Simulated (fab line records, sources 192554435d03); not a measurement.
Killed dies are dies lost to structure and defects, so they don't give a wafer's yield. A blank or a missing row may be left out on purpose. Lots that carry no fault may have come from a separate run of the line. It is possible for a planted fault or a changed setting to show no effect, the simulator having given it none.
Comparing a struck lot with a sound one ; flow n5Finfet ; 6 out of 1938 route steps
Sound: these wafers, L831.1, L831.5, L831.6. Struck: wafer L835.1. (L835.5 of the same lot was not struck and is left out.) The cause comes at the end.
Per side, at each step with rows, come the tool, then ch with its chambers, and then its first start. Under that, the readings that differ: sound wafers ; struck wafers ; difference of the means ; sigmas: that difference in standard deviations of wafers without a fault.
alike: a reading whose means differ by less than 2 such deviations, as well as words and numbers matching on both sides. not compared: withheld readings; readings where some wafer has no value; bounds like >300 that might hide an equal value; numbers whose values overlap and for which the record gives no deviation.
The two part at a step that has a row with sigmas, a row that says differs or no value, or rows on one side only. When numbers do not overlap yet have no deviation, they are printed without sigmas and do not part them. Lack of a reading on every wafer of one side parts them only where that side has two or more wafers.

N5_START_INSPECT_01: inspects for defects (unpatterned scan).
  sound on defectInspect-02 at day 4 12:02; struck on defectInspect-02 at day 5 12:02
reading;sound;struck;difference;sigmas
rawDefectCount;6 3 4;9;+5;+2
then, 2 steps without rows for these wafers: N5_ZERO_LAYER_PRECLEAN_00 (cleans in SPM, time 600 s); N5_ZERO_LAYER_SRD_01 (time 30 s, dry time 30 s).
N5_ZERO_LAYER_PECVD_02: deposits SiO2 from SiH4/N2O, target thk 10 nm, time 6 s.
  sound on pecvd-02 ch 0,1, day 4 12:17; struck on pecvd-02 ch 1, day 5 12:17
reading;sound;struck;difference;sigmas
model.SiO2_of_ZERO_LAYER_PECVD_02.thkNm (nm);9.753 9.831 9.983;15.9;+6.0;
  alike: heaterPowerW, showerheadPlenumPTorr
then, 1 step without rows for these wafers: N5_ZERO_LAYER_HMDS_04 (time 60 s).
N5_PASSIVATION_PROBE_49:
  rows exist in the record for the sound wafers here (prober-02, day 14 14:30), none for the struck ones

WHERE THEY PART
At N5_START_INSPECT_01 first; at N5_PASSIVATION_PROBE_49 last (within this record only).

WHY: what the simulator had put in
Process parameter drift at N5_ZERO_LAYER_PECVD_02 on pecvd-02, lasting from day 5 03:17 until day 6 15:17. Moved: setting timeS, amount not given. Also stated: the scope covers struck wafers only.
